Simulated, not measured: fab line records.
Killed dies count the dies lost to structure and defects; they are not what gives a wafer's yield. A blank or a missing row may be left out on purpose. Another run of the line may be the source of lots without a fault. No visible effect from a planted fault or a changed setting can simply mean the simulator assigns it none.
2 desks looking at one fault :: flow n5 finfet :: only its own numbers are on each desk; what lay behind them is given at the end

## THE METROLOGY DESK
Means of the sampled wafers that have a number, per lot and without regard to the tool the lot ran on: this is what the gauges read. Marked OUT: a lot whose mean sits more than 4 standard deviations from the usual mean, which makes it out of limits; the brackets give that distance. Only the readings that lie furthest out on some lot appear, 7 of the 11 it has.
Columns: A = trench depth nm at N5_FIN_SAQP_OCD_MEAS_76, usual 119.3 nm; B = IOFF_P at N5_BEOL_M4_RC_MEAS_101, usual 0.21 nA/um; C = ION_P at N5_BEOL_M4_RC_MEAS_101, usual 461 uA/um; D = SS_N at N5_BEOL_M4_RC_MEAS_101, usual 71.4 mV/dec; E = SS_P at N5_BEOL_M4_RC_MEAS_101, usual 73.2 mV/dec; F = VT_N at N5_BEOL_M4_RC_MEAS_101, usual 249.3 mV; G = VT_P at N5_BEOL_M4_RC_MEAS_101, usual -250 mV
lot: L542
first seen here: day 2 02:50
A: 119.7
B: 0.24
C: 475
D: 71.2
E: 73.1
F: 249.3
G: -244

lot: L543
first seen here: day 2 09:17
A: 121.3
B: 0.23
C: 462
D: 72.2
E: 73.6
F: 248.2
G: -246

lot: L544
first seen here: day 2 15:10
A: 120.5
B: 0.22
C: 468
D: 71.2
E: 72.4
F: 251.5
G: -247

lot: L547
first seen here: day 3 11:43
A: 119.5
B: 0.19
C: 454
D: 71.7
E: 73.1
F: 250.0
G: -254

lot: L549
first seen here: day 3 22:11
A: 119.2
B: 0.21
C: 468
D: 71.1
E: 73.1
F: 249.6
G: -248

lot: L553
first seen here: day 4 22:26
A: 119.9
B: 0.18
C: 452
D: 70.9
E: 73.8
F: 252.5
G: -256

lot: L554
first seen here: day 5 04:27
A: 119.3
B: 0.22
C: 464
D: 71.8
E: 73.1
F: 246.0
G: -250

lot: L561
first seen here: day 7 00:06
A: 117.7
B: 0.26
C: 466
D: 71.9
E: 73.2
F: 249.2
G: -245

lot: L565
first seen here: day 7 19:53
A: 121.8
B: 0.20
C: 459
D: 71.1
E: 73.6
F: 251.7
G: -252
Finding of this desk: none of the 9 lots has anything out of limits.

## TOOL OWNER'S DESK, rie diel-04
The tool's own readings at N5_FIN_CUT_ETCH_21 (etches SOC in N2/H2, target depth 219 nm, overetch 43.8 nm, time 523.5 s): means of the sampled wafers that have a number, for each lot that ran on this tool. Marked OUT: a lot whose mean sits more than 4 standard deviations from the usual mean, which makes it out of limits; the brackets give that distance.
Columns: A = drypump motor current A at N5_FIN_CUT_ETCH_21, usual 5.8 A; B = h2 flow sccm at N5_FIN_CUT_ETCH_21, usual 200.0 sccm; C = oes product au at N5_FIN_CUT_ETCH_21, usual 0.74 a.u.; D = rf vpp V at N5_FIN_CUT_ETCH_21, usual 241.3 V; E = showerhead plenum p Torr at N5_FIN_CUT_ETCH_21, usual 2.59 Torr; F = throttle valve pct at N5_FIN_CUT_ETCH_21, usual 17.75 %
lot: L543
first seen here: day 2 09:58
A: 6.1
B: 199.5
C: 0.71
D: 241.6
E: 2.62
F: 17.61

lot: L547
first seen here: day 3 12:17
A: 5.9
B: 200.1
C: 0.70
D: 241.5
E: 2.61
F: 17.78

lot: L553
first seen here: day 4 23:07
A: 5.9
B: 199.7
C: 0.69
D: 241.3
E: 2.60
F: 17.72

lot: L554
first seen here: day 5 05:07
A: 5.9
B: 199.6
C: 0.68
D: 241.2
E: 2.64
F: 17.72

lot: L561
first seen here: day 7 00:47
A: 5.9
B: 193.4 (-12) OUT
C: 0.69
D: 241.2
E: 2.57
F: 17.64
This desk finds L561 out of limits, L561 being first, at day 7 00:47 (h2 flow sccm at N5_FIN_CUT_ETCH_21). In limits: L543, L547, L553, L554.

## PUT TOGETHER
The tool owner's desk had the chance to raise an alarm at day 7 00:47 on L561.
Metrology desk: nothing out of limits seen.
The metrology desk has L561 on record, within its limits.
Every lot named ran N5_FIN_CUT_ETCH_21 on rie diel-04.

## WHAT THE SIMULATOR PUT IN
rie diel-04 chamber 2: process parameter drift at N5_FIN_CUT_ETCH_21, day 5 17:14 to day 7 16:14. A move of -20 in setting h2 flow sccm, from 200. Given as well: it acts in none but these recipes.
Struck lots among those shown: L561.
Time in hours from fault onset to the first out-of-limits reading at each desk: the tool owner's desk, 32.
